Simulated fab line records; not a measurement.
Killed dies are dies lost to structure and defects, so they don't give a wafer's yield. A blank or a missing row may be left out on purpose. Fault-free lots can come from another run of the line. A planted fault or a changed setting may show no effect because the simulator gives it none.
Split-lot study + flow n5Finfet + 21 wafers read across 7 lots, on a route 1938 steps long

== ON THE SPLIT ==
At N5_WELL_APT_EXPOSE_05 (exposes mask NWELL, defocus 0 nm, target cd 200 nm), the setting doseMj was moved away from the recipe's 20.3 on 8 of the 21 wafers read, by -7.4% to +4.2%. All remaining wafers had this setting at the recipe value.

== FROM THE SPLIT TO THE READING: what the file shows between them, 2 steps ==
- N5_WELL_APT_DEVELOP_07: develop time 45 s (also split here: developTimeS)
- N5_WELL_APT_HARDBAKE_12: time 120 s

== THE READING ==
Shown in nm: cdNm at N5_WELL_APT_CD_MEAS_08, with target cd 200 nm. Fault-free wafers of this fab line usually give 200.8 nm, standard deviation 1.8 nm.

| wafer  | tool, chamber at the split | doseMj as run | against the recipe | cdNm, nm | against lot-mates on the recipe |
|--------|----------------------------|---------------|--------------------|----------|---------------------------------|
| L074.2 | krfScanner-01, 0           | 21.15         | +4.2%              | 209.3    | +7.6                            |
| L074.3 | krfScanner-01, 0           | 21.15         | +4.2%              | 208.6    | +6.9                            |
| L074.5 | krfScanner-01, 0           | 20.3          | recipe             | 201.7    | -                               |
| L080.2 | krfScanner-01, 0           | 18.8          | -7.4%              | 186.0    | -14.4                           |
| L080.5 | krfScanner-01, 0           | 20.3          | recipe             | 201.3    | -                               |
| L080.6 | krfScanner-01, 0           | 20.3          | recipe             | 199.4    | -                               |
| L082.1 | krfScanner-01, 0           | 20.3          | recipe             | 200.7    | -                               |
| L082.2 | krfScanner-01, 0           | 20.3          | recipe             | 200.9    | -                               |
| L082.5 | krfScanner-01, 0           | 20.3          | recipe             | 200.7    | -                               |
| L084.1 | krfScanner-02, 0           | 20.3          | recipe             | 201.7    | -                               |
| L084.2 | krfScanner-02, 0           | 19.7          | -3.0%              | 194.5    | -7.2                            |
| L084.3 | krfScanner-02, 0           | 19.7          | -3.0%              | 197.8    | -3.9                            |
| L087.1 | krfScanner-01, 0           | 20.3          | recipe             | 201.3    | -                               |
| L087.3 | krfScanner-01, 0           | 19.51         | -3.9%              | 194.8    | -6.4                            |
| L087.6 | krfScanner-01, 0           | 20.3          | recipe             | 201.2    | -                               |
| L089.1 | krfScanner-01, 0           | 20.3          | recipe             | 202.2    | -                               |
| L089.4 | krfScanner-01, 0           | 19.35         | -4.7%              | 192.3    | -9.9                            |
| L089.6 | krfScanner-01, 0           | 19.35         | -4.7%              | 190.1    | -12.1                           |
| L092.1 | krfScanner-02, 0           | 20.3          | recipe             | 203.2    | -                               |
| L092.2 | krfScanner-02, 0           | 20.3          | recipe             | 201.8    | -                               |
| L092.4 | krfScanner-02, 0           | 20.3          | recipe             | 199.6    | -                               |

FIT RESULTS
A straight line over all 21 wafers: cdNm changes by +1.96 nm for each +1% of doseMj; r = +0.98; the points scatter about the line by 1.2 nm.
The same after taking each lot's own level away (the mean of its wafers on the recipe; 21 wafers): +1.95 nm for each +1%; r = +0.98; scatter 1.2 nm.
The reading moves by 14 nm for the largest change in doseMj, on that fit.
The lots' own levels span 200.35 to 202.20 nm, that is 1.0 times the standard deviation above.
The two slopes are in agreement: the lot-to-lot level therefore moves the slope only a little.
Check: with one of the wafers moved furthest among these (-7.4%) left out of the fit, the line predicts -14.7 nm for it against its lot-mates. Against them it came out at -14.4 nm.

== THE OTHER SPLITS THESE WAFERS WENT THROUGH ==
Before the reading, these wafers also passed through other splits. Each is held against what the fit with the lots' levels taken away leaves over:
| other split on the same wafers      | wafers away from the commonest value | r with cdNm (lot level and that fit taken away) |
|-------------------------------------|--------------------------------------|-------------------------------------------------|
| N5_ZERO_LAYER_PECVD_02 timeS        | 6                                    | -0.14                                           |
| N5_WELL_APT_DEVELOP_07 developTimeS | 4                                    | +0.05                                           |

== THE WHOLE CHAIN: every reading that the file lists as answering this split, in the file's order ==
| step                   | what it does             | reading                                                        | change (the file's fit)              | r (the file's) |
|------------------------|--------------------------|----------------------------------------------------------------|--------------------------------------|----------------|
| N5_WELL_APT_CD_MEAS_08 | target cd 200 nm         | cdNm                                                           | +1.94 nm for each +1% of the setting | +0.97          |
| N5_WELL_APT_DESCUM_13  | chemistry O2, time 7.9 s | WELL_APT.cdNm (the simulator's own value, which no gauge read) | +1.93 nm for each +1% of the setting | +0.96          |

== THE FILE'S OWN FIT ==
cdNm changes by +1.94 nm for each +1% of doseMj, r = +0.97.
